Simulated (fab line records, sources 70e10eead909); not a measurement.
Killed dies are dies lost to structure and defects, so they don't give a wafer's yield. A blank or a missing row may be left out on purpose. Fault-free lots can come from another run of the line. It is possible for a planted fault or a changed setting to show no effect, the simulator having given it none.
Which tool is to blame?    flow nand_harc    11 lots with 33 wafers sampled at 5 steps, on a route of 1159 steps

== WHAT THE GAUGES SHOWED, per wafer ==
NHARC_END_SORT_01.
lot   measured      on         defect_limited_yield (%)
L662  day 19 05:02  prober-02  97.9 97.3 96.9
L665  day 19 06:07  prober-01  96.3 98.5 97.0
L664  day 19 12:53  prober-02  96.9 96.2 97.6
L666  day 19 21:45  prober-01  97.9 98.4 97.6
L668  day 20 07:42  prober-02  97.2 98.4 96.9
L669  day 20 19:20  prober-02  95.7 95.9 95.0
L671  day 21 09:38  prober-02  97.2 97.5 97.3
L673  day 22 19:01  prober-01  97.2 96.6 95.0
L677  day 23 06:32  prober-02  95.0 96.2 96.2
L676  day 23 08:01  prober-01  96.6 96.2 93.2
L678  day 23 21:36  prober-01  95.6 94.4 96.0

== WHAT TOOL EACH LOT RAN ON (gives the tool, then ch and the chambers of the sampled wafers, and finally the start) ==
lot   NHARC_A_M0_STRIP_18                 NHARC_A_M0_DEGAS_28           NHARC_A_M1_ETCH_35                  NHARC_A_M1_DEGAS_29
L662  rie_diel-10 ch 0,2, day 17 11:00    pvd_sputter-03, day 17 11:32  rie_diel-02 ch 0,1, day 17 14:46    pvd_sputter-01, day 17 15:41
L665  rie_diel-10 ch 0,3, day 17 16:55    pvd_sputter-01, day 17 17:26  rie_diel-11 ch 1,2,3, day 17 20:41  pvd_sputter-02, day 17 21:37
L664  rie_diel-10 ch 0,1,3, day 17 18:14  pvd_sputter-01, day 17 18:47  rie_diel-11 ch 0,2,3, day 17 21:56  pvd_sputter-01, day 17 22:52
L666  rie_diel-12 ch 0,2, day 17 22:37    pvd_sputter-02, day 17 23:08  rie_diel-03 ch 0,1,3, day 18 02:31  pvd_sputter-01, day 18 03:27
L668  rie_diel-10 ch 0,1,2, day 18 17:14  pvd_sputter-03, day 18 17:47  rie_diel-11 ch 0,1,2, day 18 21:01  pvd_sputter-03, day 18 21:56
L669  rie_diel-12 ch 2,3, day 19 01:40    pvd_sputter-02, day 19 02:14  rie_diel-02 ch 1,3, day 19 05:28    pvd_sputter-01, day 19 06:26
L671  rie_diel-12 ch 1,2,3, day 19 16:14  pvd_sputter-02, day 19 16:44  rie_diel-02 ch 2,3, day 19 20:00    pvd_sputter-03, day 19 20:58
L673  rie_diel-12 ch 0,2,3, day 21 03:27  pvd_sputter-02, day 21 03:58  rie_diel-02 ch 1,2,3, day 21 07:04  pvd_sputter-02, day 21 08:01
L677  rie_diel-10 ch 2,3, day 21 15:50    pvd_sputter-03, day 21 16:26  rie_diel-02 ch 1,2, day 21 19:40    pvd_sputter-01, day 21 20:38
L676  rie_diel-10 ch 0,1, day 21 18:50    pvd_sputter-01, day 21 19:23  rie_diel-02 ch 0,1, day 21 22:37    pvd_sputter-01, day 21 23:32
L678  rie_diel-05 ch 1,2, day 22 05:46    pvd_sputter-03, day 22 06:17  rie_diel-02 ch 0,2,3, day 22 10:02  pvd_sputter-02, day 22 10:58
- NHARC_A_M0_STRIP_18: strips in N2/H2.
- NHARC_A_M0_DEGAS_28: time 60 s.
- NHARC_A_M1_ETCH_35: etches the open film in N2/H2, target depth 40 nm, overetch 12 nm, time 43.94 s.
- NHARC_A_M1_DEGAS_29: time 60 s.

== THE ANSWER, worked out from the rows above alone ==
Rule: the lots themselves supply what counts as usual. The widest of any qualifying gaps counts: lots, ordered by their means at a reading, are off when they make up no more than a third of the lots, leave a main group of 4 or more, and stand apart from it by 3 or more times the standard deviation of that group's means. The tables above print the reading to a certain number of digits; a main group whose means all agree to those digits is not used. A lot without any number at a reading at which 4 lots or more have one is off too. Where the step has rows for the other lots, those lots are counted as sound.
No lot is off at any reading shown: from this, nothing can be told.

== WHAT THE SIMULATOR HAD PUT IN ==
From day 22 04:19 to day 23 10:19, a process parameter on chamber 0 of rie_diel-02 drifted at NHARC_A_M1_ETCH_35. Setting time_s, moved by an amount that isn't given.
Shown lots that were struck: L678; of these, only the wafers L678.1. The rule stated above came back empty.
